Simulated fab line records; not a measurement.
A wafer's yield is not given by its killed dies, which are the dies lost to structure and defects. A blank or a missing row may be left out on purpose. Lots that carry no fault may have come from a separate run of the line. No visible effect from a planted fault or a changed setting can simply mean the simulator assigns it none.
Chamber matching | flow nand-harc | NHARC_A_CONTACT_ETCH_75 on rie-diel-02: 4 sister chambers
The step etches the open film in CF4, target depth 39 nm, time 65 s. 20 wafers are shown with their chamber, then 10 later ones without.

EACH WAFER AND ITS CHAMBER
wafer  | chamber | drypump-motor-current-A (A) | rf-vpp-V (V) | oes-product-au (a.u.)
L640.2 | 3       | 6.1                         | 153.0        | 1.009
L640.3 | 1       | 5.3                         | 149.9        | 1.000
L640.6 | 3       | 6.0                         | 152.9        | 0.998
L641.1 | 1       | 5.3                         | 148.7        | 0.985
L641.2 | 0       | 5.2                         | 149.2        | 0.990
L641.3 | 3       | 6.1                         | 152.1        | 1.002
L643.2 | 3       | 6.1                         | 154.8        | 0.998
L643.4 | 1       | 5.3                         | 150.0        | 0.999
L643.6 | 3       | 6.1                         | 152.6        | 0.996
L642.1 | 1       | 5.3                         | 151.5        | 0.998
L642.4 | 3       | 6.1                         | 153.1        | 1.014
L642.5 | 1       | 5.3                         | 147.7        | 0.996
L644.1 | 0       | 5.2                         | 151.1        | 0.996
L644.2 | 3       | 6.0                         | 153.0        | 0.992
L644.4 | 2       | 5.8                         | 151.5        | 1.009
L648.3 | 2       | 5.8                         | 150.7        | 1.006
L648.5 | 1       | 5.3                         | 149.9        | 0.983
L648.6 | 0       | 5.2                         | 151.1        | 0.988
L651.1 | 0       | 5.2                         | 150.6        | 0.987
L651.3 | 1       | 5.3                         | 150.4        | 0.997

SIGNATURES (means of the wafers above)
reading                 | chamber 0 | chamber 1 | chamber 2 | chamber 3 | scatter within a chamber
drypump-motor-current-A | 5.200     | 5.300     | 5.800     | 6.071     | 0.0299
rf-vpp-V                | 150.500   | 149.729   | 151.100   | 153.071   | 0.995
oes-product-au          | 0.99025   | 0.99400   | 1.00750   | 1.00129   | 0.00663
Rule: a wafer's distance from a chamber is the root of the sum, over the readings, of the square of ((its reading less the chamber's mean) divided by the reading's scatter). The wafer belongs to the nearest chamber; if the next one is less than 2 further off, it can't be placed. The scatter: take each reading less its chamber's mean, square it, sum over the shown wafers, divide by the number of wafers less the number of chambers, and take the root.

WAFERS MISSING THEIR CHAMBER
wafer  | drypump-motor-current-A (A) | rf-vpp-V (V) | oes-product-au (a.u.)
L651.6 | 6.1                         | 152.2        | 0.994
L653.1 | 6.1                         | 152.1        | 0.992
L653.3 | 5.2                         | 150.9        | 0.996
L653.4 | 5.8                         | 151.5        | 1.024
L656.2 | 5.3                         | 150.5        | 0.989
L656.4 | 5.8                         | 151.2        | 1.002
L656.5 | 5.2                         | 150.2        | 0.982
L662.2 | 5.2                         | 148.9        | 0.989
L662.4 | 5.3                         | 149.5        | 0.991
L662.6 | 5.8                         | 149.4        | 1.018

EACH ONE'S CHAMBER
wafer  | from the rows above     | in truth
L651.6 | 3                       | 3
L653.1 | 3                       | 3
L653.3 | 0                       | 0
L653.4 | 2                       | 2
L656.2 | 1                       | 1
L656.4 | 2                       | 2
L656.5 | 0                       | 0
L662.2 | can't be placed: 0 or 1 | 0
L662.4 | 1                       | 1
L662.6 | 2                       | 2
Correctly placed: 9 of 10. Not placeable from these rows: 1 (in 1, the candidates include the true chamber). Placed wrongly: 0.
